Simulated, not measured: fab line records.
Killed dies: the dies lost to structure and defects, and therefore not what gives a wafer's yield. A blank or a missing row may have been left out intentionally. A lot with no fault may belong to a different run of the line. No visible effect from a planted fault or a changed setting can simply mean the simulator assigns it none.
fab line records :: flow nandHarc
[record]
  lots = 13
  wafers = 39
  lastDay = 33
route steps=1302 shown A_SLIT@923 A_WL_FILL@953
lots that met no fault: taken from a fault-free run of the same line
startH: the number of hours between the record's first day and the start of the first shown wafer of the lot :: waitH: time in hours since the lot's previous step :: " identical to the entry in the row above :: L1.1+2: several wafers, shown together as one row :: - either no value or no given start :: * or withheld: withheld :: < > ~ a bound
route shown NAME@n: names a module that has steps shown in the file, with the first one's number in the route :: usual: mean/standard deviation of fault-free wafers :: same: alike in all rows :: chamber/n: place in a boat :: sites: each site's reading :: _std_site: their standard deviation :: _edge_site: the outer-site mean with the inner-site mean subtracted :: radiusMm: how far each site lies from the wafer's centre :: mask NAME#n: copy n :: behind: the tool/chamber that last shaped the wafer :: hold: why the lot went on hold/how many hours it stayed there/how the hold came to an end :: device: the n, p or np transistor that did not switch :: end of line: the route-end tests of the same wafers :: step lacking rows: just its recipe :: killed: count of dies lost to structure and defects at first sort (not the wafer's yield) :: map: dies across one wafer; x = killed, . = not, _ = none there
set.NAME: the run value of the setting; set.NAME@STEP: its run value at that earlier step :: model.NAME: the simulator's own value behind a step, which no gauge read
route steps across a sampled set of lots; one table per step, one row per wafer
services: a tool's chamber out of use, with start hour (startH, from the record's first day; less than 0 if before it), hours out, and reason
[[steps]]
[step NHARC_A_SLIT_DEP_00]
[recipe]
  targetThkA = 62000
  tempC = 400
  material = aC
[usual]
  throttleValvePct = 35.000/0.0097
lot.wafer: L601.2
tool: aclDep-02
chamber: 0
startH: 474.89
waitH: -
throttleValvePct: 34.998

lot.wafer: L601.5
tool: aclDep-02
chamber: 0
startH: 476.78
waitH: -
throttleValvePct: 34.993

lot.wafer: L601.6
tool: aclDep-02
chamber: 0
startH: 476.78
waitH: -
throttleValvePct: 34.996

lot.wafer: L600.2
tool: aclDep-03
chamber: 0
startH: 476.46
waitH: -
throttleValvePct: 35.011

lot.wafer: L600.3
tool: aclDep-03
chamber: 0
startH: 476.46
waitH: -
throttleValvePct: 35.007

lot.wafer: L600.5
tool: aclDep-03
chamber: 0
startH: 478.30
waitH: -
throttleValvePct: 35.006

lot.wafer: L599.2
tool: aclDep-03
chamber: 0
startH: 480.15
waitH: -
throttleValvePct: 34.994

lot.wafer: L599.3
tool: aclDep-03
chamber: 0
startH: 480.15
waitH: -
throttleValvePct: 34.984

lot.wafer: L599.6
tool: aclDep-03
chamber: 0
startH: 482.63
waitH: -
throttleValvePct: 35.010

lot.wafer: L603.1
tool: aclDep-02
chamber: 0
startH: 483.52
waitH: 0.4
throttleValvePct: 35.008

lot.wafer: L603.5
tool: aclDep-02
chamber: 0
startH: 486.04
waitH: 2.7
throttleValvePct: 35.010

lot.wafer: L603.6
tool: aclDep-02
chamber: 0
startH: 486.04
waitH: 2.7
throttleValvePct: 35.004

lot.wafer: L604.1
tool: aclDep-03
chamber: 0
startH: 504.66
waitH: -
throttleValvePct: 35.003

lot.wafer: L604.2
tool: aclDep-03
chamber: 0
startH: 504.66
waitH: -
throttleValvePct: 34.997

lot.wafer: L604.6
tool: aclDep-03
chamber: 0
startH: 507.82
waitH: -
throttleValvePct: 35.008

lot.wafer: L602.2
tool: aclDep-01
chamber: 0
startH: 505.28
waitH: -
throttleValvePct: 34.981

lot.wafer: L602.3
tool: aclDep-01
chamber: 0
startH: 505.28
waitH: -
throttleValvePct: 35.001

lot.wafer: L602.6
tool: aclDep-01
chamber: 0
startH: 507.82
waitH: -
throttleValvePct: 35.000

lot.wafer: L611.1
tool: aclDep-01
chamber: 0
startH: 584.55
waitH: -
throttleValvePct: 35.008

lot.wafer: L611.2
tool: aclDep-01
chamber: 0
startH: 584.55
waitH: -
throttleValvePct: 34.983

lot.wafer: L611.4
tool: aclDep-01
chamber: 0
startH: 586.42
waitH: -
throttleValvePct: 34.973

lot.wafer: L615.2
tool: aclDep-02
chamber: 0
startH: 636.18
waitH: -
throttleValvePct: 34.997

lot.wafer: L615.5
tool: aclDep-02
chamber: 0
startH: 638.04
waitH: -
throttleValvePct: 35.000

lot.wafer: L615.6
tool: aclDep-02
chamber: 0
startH: 638.04
waitH: -
throttleValvePct: 35.011

lot.wafer: L618.2
tool: aclDep-01
chamber: 0
startH: 642.11
waitH: -
throttleValvePct: 35.013

lot.wafer: L618.3
tool: aclDep-01
chamber: 0
startH: 642.11
waitH: -
throttleValvePct: 34.997

lot.wafer: L618.5
tool: aclDep-01
chamber: 0
startH: 643.93
waitH: -
throttleValvePct: 34.997

lot.wafer: L616.2
tool: aclDep-03
chamber: 0
startH: 645.43
waitH: 4.2
throttleValvePct: 35.006

lot.wafer: L616.3
tool: aclDep-03
chamber: 0
startH: 645.43
waitH: 4.2
throttleValvePct: 34.992

lot.wafer: L616.4
tool: aclDep-03
chamber: 0
startH: 645.43
waitH: 4.2
throttleValvePct: 35.005

lot.wafer: L619.1
tool: aclDep-01
chamber: 0
startH: 663.79
waitH: -
throttleValvePct: 35.010

lot.wafer: L619.2
tool: aclDep-01
chamber: 0
startH: 663.79
waitH: -
throttleValvePct: 34.996

lot.wafer: L619.3
tool: aclDep-01
chamber: 0
startH: 663.79
waitH: -
throttleValvePct: 34.994

lot.wafer: L620.1
tool: aclDep-02
chamber: 0
startH: 679.78
waitH: -
throttleValvePct: 34.983

lot.wafer: L620.2
tool: aclDep-02
chamber: 0
startH: 679.78
waitH: -
throttleValvePct: 35.009

lot.wafer: L620.4
tool: aclDep-02
chamber: 0
startH: 681.64
waitH: -
throttleValvePct: 34.996

lot.wafer: L621.2
tool: aclDep-03
chamber: 0
startH: 680.03
waitH: -
throttleValvePct: 35.004

lot.wafer: L621.4
tool: aclDep-03
chamber: 0
startH: 681.28
waitH: -
throttleValvePct: 35.009

lot.wafer: L621.6
tool: aclDep-03
chamber: 0
startH: 682.53
waitH: -
throttleValvePct: 34.987
[step NHARC_A_WL_FILL_RTA_01]
[recipe]
  tempC = 1000
  timeS = 5
[usual]
  lampPowerPct = 27.5/0.51
  wafer_temp_C_max = 1003.9/0.73
lot.wafer: L601.2
tool: rtpAnneal-01
chamber: 0
startH: 495.93
waitH: -
lampPowerPct: 27.0
wafer_temp_C_max: 1004.1

lot.wafer: L601.5
tool: rtpAnneal-01
chamber: 0
startH: 495.93
waitH: -
lampPowerPct: 27.0
wafer_temp_C_max: 1003.6

lot.wafer: L601.6
tool: rtpAnneal-01
chamber: 0
startH: 495.93
waitH: -
lampPowerPct: 27.0
wafer_temp_C_max: 1004.1

lot.wafer: L600.2
tool: rtpAnneal-02
chamber: 0
startH: 499.09
waitH: -
lampPowerPct: 28.1
wafer_temp_C_max: 1003.3

lot.wafer: L600.3
tool: rtpAnneal-02
chamber: 0
startH: 499.09
waitH: -
lampPowerPct: 28.0
wafer_temp_C_max: 1005.0

lot.wafer: L600.5
tool: rtpAnneal-02
chamber: 0
startH: 499.09
waitH: -
lampPowerPct: 28.1
wafer_temp_C_max: 1003.1

lot.wafer: L599.2
tool: rtpAnneal-02
chamber: 0
startH: 501.51
waitH: -
lampPowerPct: 28.0
wafer_temp_C_max: 1002.3

lot.wafer: L599.3
tool: rtpAnneal-02
chamber: 0
startH: 501.51
waitH: -
lampPowerPct: 28.0
wafer_temp_C_max: 1003.3

lot.wafer: L599.6
tool: rtpAnneal-02
chamber: 0
startH: 501.51
waitH: -
lampPowerPct: 28.1
wafer_temp_C_max: 1002.4

lot.wafer: L603.1
tool: rtpAnneal-02
chamber: 0
startH: 504.85
waitH: -
lampPowerPct: 28.1
wafer_temp_C_max: 1002.8

lot.wafer: L603.5
tool: rtpAnneal-02
chamber: 0
startH: 504.85
waitH: -
lampPowerPct: 27.9
wafer_temp_C_max: 1003.0

lot.wafer: L603.6
tool: rtpAnneal-02
chamber: 0
startH: 504.85
waitH: -
lampPowerPct: 28.0
wafer_temp_C_max: 1002.9

lot.wafer: L604.1
tool: rtpAnneal-02
chamber: 0
startH: 522.68
waitH: -
lampPowerPct: 28.0
wafer_temp_C_max: 1004.1

lot.wafer: L604.2
tool: rtpAnneal-02
chamber: 0
startH: 522.68
waitH: -
lampPowerPct: 28.0
wafer_temp_C_max: 1003.8

lot.wafer: L604.6
tool: rtpAnneal-02
chamber: 0
startH: 522.68
waitH: -
lampPowerPct: 28.0
wafer_temp_C_max: 1003.8

lot.wafer: L602.2
tool: rtpAnneal-01
chamber: 0
startH: 522.70
waitH: -
lampPowerPct: 27.0
wafer_temp_C_max: 1004.9

lot.wafer: L602.3
tool: rtpAnneal-01
chamber: 0
startH: 522.70
waitH: -
lampPowerPct: 27.0
wafer_temp_C_max: 1004.2

lot.wafer: L602.6
tool: rtpAnneal-01
chamber: 0
startH: 522.70
waitH: -
lampPowerPct: 27.0
wafer_temp_C_max: 1003.8

lot.wafer: L611.1
tool: rtpAnneal-02
chamber: 0
startH: 608.18
waitH: -
lampPowerPct: 28.0
wafer_temp_C_max: 1002.8

lot.wafer: L611.2
tool: rtpAnneal-02
chamber: 0
startH: 608.18
waitH: -
lampPowerPct: 28.0
wafer_temp_C_max: 1003.2

lot.wafer: L611.4
tool: rtpAnneal-02
chamber: 0
startH: 608.18
waitH: -
lampPowerPct: 28.1
wafer_temp_C_max: 1004.7

lot.wafer: L615.2
tool: rtpAnneal-01
chamber: 0
startH: 654.38
waitH: 0.6
lampPowerPct: 27.0
wafer_temp_C_max: 1005.2

lot.wafer: L615.5
tool: rtpAnneal-01
chamber: 0
startH: 654.38
waitH: 0.6
lampPowerPct: 27.0
wafer_temp_C_max: 1004.4

lot.wafer: L615.6
tool: rtpAnneal-01
chamber: 0
startH: 654.38
waitH: 0.6
lampPowerPct: 27.0
wafer_temp_C_max: 1004.1

lot.wafer: L618.2
tool: rtpAnneal-01
chamber: 0
startH: 659.38
waitH: -
lampPowerPct: 27.0
wafer_temp_C_max: 1003.9

lot.wafer: L618.3
tool: rtpAnneal-01
chamber: 0
startH: 659.38
waitH: -
lampPowerPct: 27.0
wafer_temp_C_max: 1003.1

lot.wafer: L618.5
tool: rtpAnneal-01
chamber: 0
startH: 659.38
waitH: -
lampPowerPct: 27.0
wafer_temp_C_max: 1004.1

lot.wafer: L616.2
tool: rtpAnneal-02
chamber: 0
startH: 664.00
waitH: -
lampPowerPct: 28.0
wafer_temp_C_max: 1004.2

lot.wafer: L616.3
tool: rtpAnneal-02
chamber: 0
startH: 664.00
waitH: -
lampPowerPct: 28.1
wafer_temp_C_max: 1004.3

lot.wafer: L616.4
tool: rtpAnneal-02
chamber: 0
startH: 664.00
waitH: -
lampPowerPct: 27.9
wafer_temp_C_max: 1003.3

lot.wafer: L619.1
tool: rtpAnneal-01
chamber: 0
startH: 681.96
waitH: 0.3
lampPowerPct: 27.0
wafer_temp_C_max: 1004.3

lot.wafer: L619.2
tool: rtpAnneal-01
chamber: 0
startH: 681.96
waitH: 0.3
lampPowerPct: 27.0
wafer_temp_C_max: 1003.8

lot.wafer: L619.3
tool: rtpAnneal-01
chamber: 0
startH: 681.96
waitH: 0.3
lampPowerPct: 27.0
wafer_temp_C_max: 1004.2

lot.wafer: L621.2
tool: rtpAnneal-02
chamber: 0
startH: 697.48
waitH: 0.2
lampPowerPct: 28.0
wafer_temp_C_max: 1003.8

lot.wafer: L621.4
tool: rtpAnneal-02
chamber: 0
startH: 697.48
waitH: 0.2
lampPowerPct: 28.0
wafer_temp_C_max: 1005.4

lot.wafer: L621.6
tool: rtpAnneal-02
chamber: 0
startH: 697.48
waitH: 0.2
lampPowerPct: 28.0
wafer_temp_C_max: 1003.9

lot.wafer: L620.1
tool: rtpAnneal-01
chamber: 0
startH: 697.79
waitH: 0.4
lampPowerPct: 26.9
wafer_temp_C_max: 1002.7

lot.wafer: L620.2
tool: rtpAnneal-01
chamber: 0
startH: 697.79
waitH: 0.4
lampPowerPct: 27.0
wafer_temp_C_max: 1004.0

lot.wafer: L620.4
tool: rtpAnneal-01
chamber: 0
startH: 697.79
waitH: 0.4
lampPowerPct: 27.0
wafer_temp_C_max: 1003.7
[step NHARC_A_WL_FILL_ALD_02]
[recipe]
  targetThkA = 20
  pulseTimeS = 3
  aldCycles = 100
  tempC = 450
  material = TiN
[usual]
  aldCycles = 100/0
  heaterPowerW = 1103/97
  precursorPulseHeightRel = 0.998/0.021
lot.wafer: L601.2
tool: aldMetal-02
chamber: 0
startH: 496.12
waitH: 0.2
aldCycles: 100
heaterPowerW: 971
precursorPulseHeightRel: 0.993

lot.wafer: L601.5
tool: aldMetal-02
chamber: 0
startH: 496.12
waitH: 0.2
aldCycles: 100
heaterPowerW: 988
precursorPulseHeightRel: 0.967

lot.wafer: L601.6
tool: aldMetal-02
chamber: 1
startH: 496.12
waitH: 0.2
aldCycles: 100
heaterPowerW: 1346
precursorPulseHeightRel: 0.979

lot.wafer: L600.2
tool: aldMetal-01
chamber: 0
startH: 499.28
waitH: 0.2
aldCycles: 100
heaterPowerW: 1032
precursorPulseHeightRel: 0.991

lot.wafer: L600.3
tool: aldMetal-01
chamber: 1
startH: 499.28
waitH: 0.2
aldCycles: 100
heaterPowerW: 1115
precursorPulseHeightRel: 1.007

lot.wafer: L600.5
tool: aldMetal-01
chamber: 0
startH: 499.28
waitH: 0.2
aldCycles: 100
heaterPowerW: 997
precursorPulseHeightRel: 1.023

lot.wafer: L599.3
tool: aldMetal-02
chamber: 3
startH: 501.70
waitH: 0.1
aldCycles: 100
heaterPowerW: 1076
precursorPulseHeightRel: 1.016

lot.wafer: L599.2
tool: aldMetal-02
chamber: 0
startH: 501.70
waitH: 0.1
aldCycles: 100
heaterPowerW: 981
precursorPulseHeightRel: 0.979

lot.wafer: L599.6
tool: aldMetal-02
chamber: 0
startH: 501.70
waitH: 0.1
aldCycles: 100
heaterPowerW: 971
precursorPulseHeightRel: 1.015

lot.wafer: L603.1
tool: aldMetal-02
chamber: 1
startH: 505.06
waitH: 0.2
aldCycles: 100
heaterPowerW: 1267
precursorPulseHeightRel: 1.003

lot.wafer: L603.6
tool: aldMetal-02
chamber: 1
startH: 505.06
waitH: 0.2
aldCycles: 100
heaterPowerW: 1305
precursorPulseHeightRel: 1.020

lot.wafer: L603.5
tool: aldMetal-02
chamber: 2
startH: 505.06
waitH: 0.2
aldCycles: 100
heaterPowerW: 1104
precursorPulseHeightRel: 1.009

lot.wafer: L602.3
tool: aldMetal-02
chamber: 0
startH: 522.88
waitH: 0.1
aldCycles: 100
heaterPowerW: 996
precursorPulseHeightRel: 1.002

lot.wafer: L602.2
tool: aldMetal-02
chamber: 2
startH: 522.88
waitH: 0.1
aldCycles: 100
heaterPowerW: 1107
precursorPulseHeightRel: 0.994

lot.wafer: L602.6
tool: aldMetal-02
chamber: 0
startH: 522.88
waitH: 0.1
aldCycles: 100
heaterPowerW: 985
precursorPulseHeightRel: 0.965

lot.wafer: L604.1
tool: aldMetal-04
chamber: 0
startH: 522.93
waitH: 0.2
aldCycles: 100
heaterPowerW: 1204
precursorPulseHeightRel: 1.009

lot.wafer: L604.2
tool: aldMetal-04
chamber: 1
startH: 522.93
waitH: 0.2
aldCycles: 100
heaterPowerW: 1115
precursorPulseHeightRel: 0.979

lot.wafer: L604.6
tool: aldMetal-04
chamber: 0
startH: 522.93
waitH: 0.2
aldCycles: 100
heaterPowerW: 1191
precursorPulseHeightRel: 0.975

lot.wafer: L611.1
tool: aldMetal-02
chamber: 1
startH: 608.40
waitH: 0.2
aldCycles: 100
heaterPowerW: 1319
precursorPulseHeightRel: 0.972

lot.wafer: L611.4
tool: aldMetal-02
chamber: 2
startH: 608.40
waitH: 0.2
aldCycles: 100
heaterPowerW: 1085
precursorPulseHeightRel: 0.994

lot.wafer: L611.2
tool: aldMetal-02
chamber: 0
startH: 608.40
waitH: 0.2
aldCycles: 38
heaterPowerW: 1024
precursorPulseHeightRel: 0.964

lot.wafer: L615.2
tool: aldMetal-01
chamber: 2
startH: 654.64
waitH: 0.2
aldCycles: 100
heaterPowerW: 1062
precursorPulseHeightRel: 1.027

lot.wafer: L615.5
tool: aldMetal-01
chamber: 0
startH: 654.64
waitH: 0.2
aldCycles: 100
heaterPowerW: 1023
precursorPulseHeightRel: 1.021

lot.wafer: L615.6
tool: aldMetal-01
chamber: 1
startH: 654.64
waitH: 0.2
aldCycles: 100
heaterPowerW: 1145
precursorPulseHeightRel: 0.990

lot.wafer: L618.3
tool: aldMetal-01
chamber: 0
startH: 659.57
waitH: 0.1
aldCycles: 100
heaterPowerW: 1001
precursorPulseHeightRel: 1.002

lot.wafer: L618.2
tool: aldMetal-01
chamber: 3
startH: 659.57
waitH: 0.1
aldCycles: 100
heaterPowerW: 987
precursorPulseHeightRel: 1.012

lot.wafer: L618.5
tool: aldMetal-01
chamber: 0
startH: 659.57
waitH: 0.1
aldCycles: 100
heaterPowerW: 1041
precursorPulseHeightRel: 0.988

lot.wafer: L616.3
tool: aldMetal-01
chamber: 0
startH: 664.19
waitH: 0.1
aldCycles: 100
heaterPowerW: 1003
precursorPulseHeightRel: 0.995

lot.wafer: L616.4
tool: aldMetal-01
chamber: 1
startH: 664.19
waitH: 0.1
aldCycles: 100
heaterPowerW: 1108
precursorPulseHeightRel: 0.986

lot.wafer: L616.2
tool: aldMetal-01
chamber: 2
startH: 664.19
waitH: 0.1
aldCycles: 100
heaterPowerW: 1094
precursorPulseHeightRel: 1.010

lot.wafer: L619.2
tool: aldMetal-02
chamber: 3
startH: 682.34
waitH: 0.3
aldCycles: 100
heaterPowerW: 1042
precursorPulseHeightRel: 1.016

lot.wafer: L619.1
tool: aldMetal-02
chamber: 1
startH: 682.34
waitH: 0.3
aldCycles: 100
heaterPowerW: 1243
precursorPulseHeightRel: 1.005

lot.wafer: L619.3
tool: aldMetal-02
chamber: 2
startH: 682.34
waitH: 0.3
aldCycles: 100
heaterPowerW: 1158
precursorPulseHeightRel: 0.999

lot.wafer: L621.4
tool: aldMetal-02
chamber: 1
startH: 697.67
waitH: 0.1
aldCycles: 100
heaterPowerW: 1267
precursorPulseHeightRel: 0.991

lot.wafer: L621.2
tool: aldMetal-02
chamber: 0
startH: 697.67
waitH: 0.1
aldCycles: 100
heaterPowerW: 989
precursorPulseHeightRel: 1.003

lot.wafer: L621.6
tool: aldMetal-02
chamber: 1
startH: 697.67
waitH: 0.1
aldCycles: 100
heaterPowerW: 1283
precursorPulseHeightRel: 1.010

lot.wafer: L620.2
tool: aldMetal-04
chamber: 0
startH: 698.01
waitH: 0.2
aldCycles: 100
heaterPowerW: 1237
precursorPulseHeightRel: 0.972

lot.wafer: L620.4
tool: aldMetal-04
chamber: 1
startH: 698.01
waitH: 0.2
aldCycles: 100
heaterPowerW: 1131
precursorPulseHeightRel: 1.012

lot.wafer: L620.1
tool: aldMetal-04
chamber: 2
startH: 698.01
waitH: 0.2
aldCycles: 100
heaterPowerW: 1145
precursorPulseHeightRel: 0.983
[step NHARC_A_WL_FILL_ETCHBACK_26]
[recipe]
  targetDepthA = 520
  timeS = 13.3
  hbrFlowSccm = 150
  rfW = 350
  icpW = 350
  biasW = 60
  chemistry = HBr
[usual]
  drypumpMotorCurrentA = 5.7/0.44
  oesProductAu = 0.999/0.012
  throttleValvePct = 23.265/0.0098
lot.wafer: L601.2
tool: rieSi-04
chamber: 3
startH: 512.70
waitH: 0.4
drypumpMotorCurrentA: 5.1
oesProductAu: 0.984
rfHoursCounterH: 1.2
throttleValvePct: 23.265

lot.wafer: L601.5
tool: rieSi-04
chamber: 1
startH: 512.70
waitH: 0.4
drypumpMotorCurrentA: 5.6
oesProductAu: 1.007
rfHoursCounterH: -
throttleValvePct: 23.257

lot.wafer: L601.6
tool: rieSi-04
chamber: 3
startH: 512.70
waitH: 0.4
drypumpMotorCurrentA: 5.1
oesProductAu: 0.983
rfHoursCounterH: -
throttleValvePct: 23.269

lot.wafer: L600.2
tool: rieSi-01
chamber: 0
startH: 515.89
waitH: 0.4
drypumpMotorCurrentA: 5.8
oesProductAu: 0.997
rfHoursCounterH: 0.7
throttleValvePct: 23.278

lot.wafer: L600.3
tool: rieSi-01
chamber: 3
startH: 515.89
waitH: 0.4
drypumpMotorCurrentA: 4.7
oesProductAu: 1.016
rfHoursCounterH: 0.8
throttleValvePct: 23.283

lot.wafer: L600.5
tool: rieSi-01
chamber: 0
startH: 515.89
waitH: 0.4
drypumpMotorCurrentA: 5.7
oesProductAu: 1.004
rfHoursCounterH: -
throttleValvePct: 23.260

lot.wafer: L599.3
tool: rieSi-04
chamber: 1
startH: 515.91
waitH: 0.4
drypumpMotorCurrentA: 5.6
oesProductAu: 1.005
rfHoursCounterH: 1.1
throttleValvePct: 23.256

lot.wafer: L599.2
tool: rieSi-04
chamber: 3
startH: 515.91
waitH: 0.4
drypumpMotorCurrentA: 5.1
oesProductAu: 0.988
rfHoursCounterH: 1.2
throttleValvePct: 23.247

lot.wafer: L599.6
tool: rieSi-04
chamber: 1
startH: 515.91
waitH: 0.4
drypumpMotorCurrentA: 5.6
oesProductAu: 1.008
rfHoursCounterH: -
throttleValvePct: 23.246

lot.wafer: L603.1
tool: rieSi-05
chamber: 2
startH: 521.50
waitH: 0.4
drypumpMotorCurrentA: 6.3
oesProductAu: 0.989
rfHoursCounterH: 0.3
throttleValvePct: 23.258

lot.wafer: L603.6
tool: rieSi-05
chamber: 3
startH: 521.50
waitH: 0.4
drypumpMotorCurrentA: 5.8
oesProductAu: 0.994
rfHoursCounterH: -
throttleValvePct: 23.252

lot.wafer: L603.5
tool: rieSi-05
chamber: 0
startH: 521.50
waitH: 0.4
drypumpMotorCurrentA: 6.2
oesProductAu: 1.007
rfHoursCounterH: -
throttleValvePct: 23.258

lot.wafer: L604.2
tool: rieSi-01
chamber: 2
startH: 540.68
waitH: 0.4
drypumpMotorCurrentA: 6.0
oesProductAu: 1.009
rfHoursCounterH: 1.0
throttleValvePct: 23.275

lot.wafer: L604.1
tool: rieSi-01
chamber: 3
startH: 540.68
waitH: 0.4
drypumpMotorCurrentA: 4.7
oesProductAu: 1.009
rfHoursCounterH: 1.0
throttleValvePct: 23.259

lot.wafer: L604.6
tool: rieSi-01
chamber: 1
startH: 540.68
waitH: 0.4
drypumpMotorCurrentA: 6.0
oesProductAu: 1.004
rfHoursCounterH: -
throttleValvePct: 23.280

lot.wafer: L602.3
tool: rieSi-05
chamber: 2
startH: 540.70
waitH: 0.4
drypumpMotorCurrentA: 6.3
oesProductAu: 0.985
rfHoursCounterH: 0.4
throttleValvePct: 23.267

lot.wafer: L602.2
tool: rieSi-05
chamber: 3
startH: 540.70
waitH: 0.4
drypumpMotorCurrentA: 5.8
oesProductAu: 0.999
rfHoursCounterH: 0.4
throttleValvePct: 23.273

lot.wafer: L602.6
tool: rieSi-05
chamber: 1
startH: 540.70
waitH: 0.4
drypumpMotorCurrentA: 5.9
oesProductAu: 0.980
rfHoursCounterH: -
throttleValvePct: 23.258

lot.wafer: L611.1
tool: rieSi-01
chamber: 0
startH: 628.99
waitH: 0.4
drypumpMotorCurrentA: 5.8
oesProductAu: 0.980
rfHoursCounterH: 0.4
throttleValvePct: 23.262

lot.wafer: L611.2
tool: rieSi-01
chamber: 1
startH: 628.99
waitH: 0.4
drypumpMotorCurrentA: 6.0
oesProductAu: 1.019
rfHoursCounterH: 0.5
throttleValvePct: 23.259

lot.wafer: L611.4
tool: rieSi-01
chamber: 3
startH: 628.99
waitH: 0.4
drypumpMotorCurrentA: 4.7
oesProductAu: 0.997
rfHoursCounterH: 0.3
throttleValvePct: 23.264

lot.wafer: L615.2
tool: rieSi-04
chamber: 0
startH: 670.70
waitH: 0.4
drypumpMotorCurrentA: 5.2
oesProductAu: 1.010
rfHoursCounterH: 0.8
throttleValvePct: 23.281

lot.wafer: L615.5
tool: rieSi-04
chamber: 1
startH: 670.70
waitH: 0.4
drypumpMotorCurrentA: 5.6
oesProductAu: 0.990
rfHoursCounterH: -
throttleValvePct: 23.263

lot.wafer: L615.6
tool: rieSi-04
chamber: 3
startH: 670.70
waitH: 0.4
drypumpMotorCurrentA: 5.1
oesProductAu: 1.013
rfHoursCounterH: -
throttleValvePct: 23.262

lot.wafer: L616.3
tool: rieSi-05
chamber: 3
startH: 679.38
waitH: 0.4
drypumpMotorCurrentA: 5.8
oesProductAu: 0.993
rfHoursCounterH: 0.1
throttleValvePct: 23.267

lot.wafer: L616.2
tool: rieSi-05
chamber: 0
startH: 679.38
waitH: 0.4
drypumpMotorCurrentA: 6.2
oesProductAu: 1.000
rfHoursCounterH: 0.0
throttleValvePct: 23.269

lot.wafer: L616.4
tool: rieSi-05
chamber: 1
startH: 679.38
waitH: 0.4
drypumpMotorCurrentA: 5.9
oesProductAu: 0.984
rfHoursCounterH: 0.1
throttleValvePct: 23.254

lot.wafer: L618.2
tool: rieSi-04
chamber: 0
startH: 679.38
waitH: 0.4
drypumpMotorCurrentA: 5.2
oesProductAu: 1.019
rfHoursCounterH: 0.8
throttleValvePct: 23.280

lot.wafer: L618.3
tool: rieSi-04
chamber: 2
startH: 679.38
waitH: 0.4
drypumpMotorCurrentA: 5.9
oesProductAu: 0.993
rfHoursCounterH: 0.7
throttleValvePct: 23.267

lot.wafer: L618.5
tool: rieSi-04
chamber: 0
startH: 679.38
waitH: 0.4
drypumpMotorCurrentA: 5.2
oesProductAu: 1.028
rfHoursCounterH: -
throttleValvePct: 23.264

lot.wafer: L619.3
tool: rieSi-01
chamber: 1
startH: 699.27
waitH: 0.4
drypumpMotorCurrentA: 6.0
oesProductAu: 1.016
rfHoursCounterH: 1.1
throttleValvePct: 23.274

lot.wafer: L619.1
tool: rieSi-01
chamber: 3
startH: 699.27
waitH: 0.4
drypumpMotorCurrentA: 4.7
oesProductAu: 0.994
rfHoursCounterH: 0.9
throttleValvePct: 23.265

lot.wafer: L619.2
tool: rieSi-01
chamber: 0
startH: 699.27
waitH: 0.4
drypumpMotorCurrentA: 5.8
oesProductAu: 0.991
rfHoursCounterH: 1.1
throttleValvePct: 23.265

lot.wafer: L620.4
tool: rieSi-05
chamber: 1
startH: 716.64
waitH: 0.4
drypumpMotorCurrentA: 5.9
oesProductAu: 0.994
rfHoursCounterH: 0.3
throttleValvePct: 23.274

lot.wafer: L620.2
tool: rieSi-05
chamber: 2
startH: 716.64
waitH: 0.4
drypumpMotorCurrentA: 6.3
oesProductAu: 0.999
rfHoursCounterH: 0.3
throttleValvePct: 23.249

lot.wafer: L620.1
tool: rieSi-05
chamber: 3
startH: 716.64
waitH: 0.4
drypumpMotorCurrentA: 5.8
oesProductAu: 0.990
rfHoursCounterH: 0.3
throttleValvePct: 23.256

lot.wafer: L621.4
tool: rieSi-04
chamber: 1
startH: 720.67
waitH: 0.4
drypumpMotorCurrentA: 5.6
oesProductAu: 0.982
rfHoursCounterH: 0.1
throttleValvePct: 23.267

lot.wafer: L621.2
tool: rieSi-04
chamber: 2
startH: 720.67
waitH: 0.4
drypumpMotorCurrentA: 5.9
oesProductAu: 0.980
rfHoursCounterH: 0.1
throttleValvePct: 23.268

lot.wafer: L621.6
tool: rieSi-04
chamber: 2
startH: 720.67
waitH: 0.4
drypumpMotorCurrentA: 5.9
oesProductAu: 0.975
rfHoursCounterH: -
throttleValvePct: 23.266
[[services]]
tool: rieSi-05
chamber: 1
startH: 477.25
hours: 13.9
kind: repair

tool: rieSi-05
chamber: -
startH: 482.00
hours: 9.0
kind: pm

tool: aclDep-03
chamber: -
startH: 483.58
hours: 13.0
kind: pm

tool: rieSi-05
chamber: -
startH: 491.45
hours: 0.6
kind: repair

tool: aldMetal-02
chamber: -
startH: 491.52
hours: 1.9
kind: repair

tool: rieSi-05
chamber: -
startH: 505.61
hours: 0.5
kind: repair

tool: rieSi-04
chamber: 2
startH: 507.07
hours: 6.0
kind: repair

tool: rieSi-04
chamber: -
startH: 519.00
hours: 9.0
kind: pm

tool: aldMetal-01
chamber: -
startH: 526.00
hours: 10.0
kind: pm

tool: aldMetal-02
chamber: 1
startH: 527.49
hours: 25.9
kind: repair

tool: rieSi-05
chamber: 1
startH: 545.17
hours: 6.5
kind: repair

tool: rieSi-01
chamber: -
startH: 547.00
hours: 9.0
kind: pm

tool: aclDep-01
chamber: -
startH: 551.62
hours: 13.0
kind: pm

tool: rieSi-05
chamber: 2
startH: 553.88
hours: 2.6
kind: repair

tool: rieSi-04
chamber: 0
startH: 588.41
hours: 2.9
kind: repair

tool: aldMetal-02
chamber: 0
startH: 602.88
hours: 5.4
kind: repair

tool: aclDep-02
chamber: -
startH: 609.28
hours: 13.0
kind: pm

tool: aldMetal-02
chamber: -
startH: 611.11
hours: 10.0
kind: pm

tool: rieSi-05
chamber: -
startH: 659.00
hours: 9.0
kind: pm

tool: rieSi-04
chamber: 2
startH: 663.44
hours: 9.0
kind: repair

tool: aclDep-03
chamber: -
startH: 664.58
hours: 13.0
kind: pm

tool: rieSi-04
chamber: 3
startH: 678.40
hours: 6.1
kind: repair

tool: aldMetal-02
chamber: 3
startH: 685.59
hours: 5.4
kind: repair

tool: rieSi-04
chamber: -
startH: 696.00
hours: 9.0
kind: pm
[[key]]
[firstSign]
  step = NHARC_A_WL_FILL_ALD_02
  reading = aldCycles
  direction = down
  sigmas = 99+
  usual = 100
  struck = 38
effect none on later readings
metAt NHARC_A_WL_FILL_ALD_02
struckLots L611
struckWafers L611.2
laterRowsLeftOut L611.2
sortLeftOut L611.2
testerLeftOut L611
notActingAt NHARC_A_SLIT_DEP_00,NHARC_A_WL_FILL_RTA_01,NHARC_A_WL_FILL_ETCHBACK_26
onsetBetween 522.88 608.40
[fault]
  kind = processParameterDrift
  tool = aldMetal-02
  chamber = 0
  onsetH = 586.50
  steps = NHARC_A_WL_FILL_ALD_02
  channel = aldCycles
  offset = -62
  shape = step
  endH = 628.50
  actsIn = theseRecipesOnly
  stated = 100
// testerLeftOut: of these lots the tester's yield and bins aren't shown, on N5 and GAA mostly nor the transistor test; their killed dies are dies lost to structure and defects alone, not to doping, threshold or leakage, so they don't give the yield
// sortLeftOut: the simulated sort isn't trusted on such a fault, so these wafers' sort isn't shown, and their yield isn't known
// laterRowsLeftOut: the simulator's readings of these wafers behind a module that went badly wrong aren't trusted and aren't shown, but for the sort
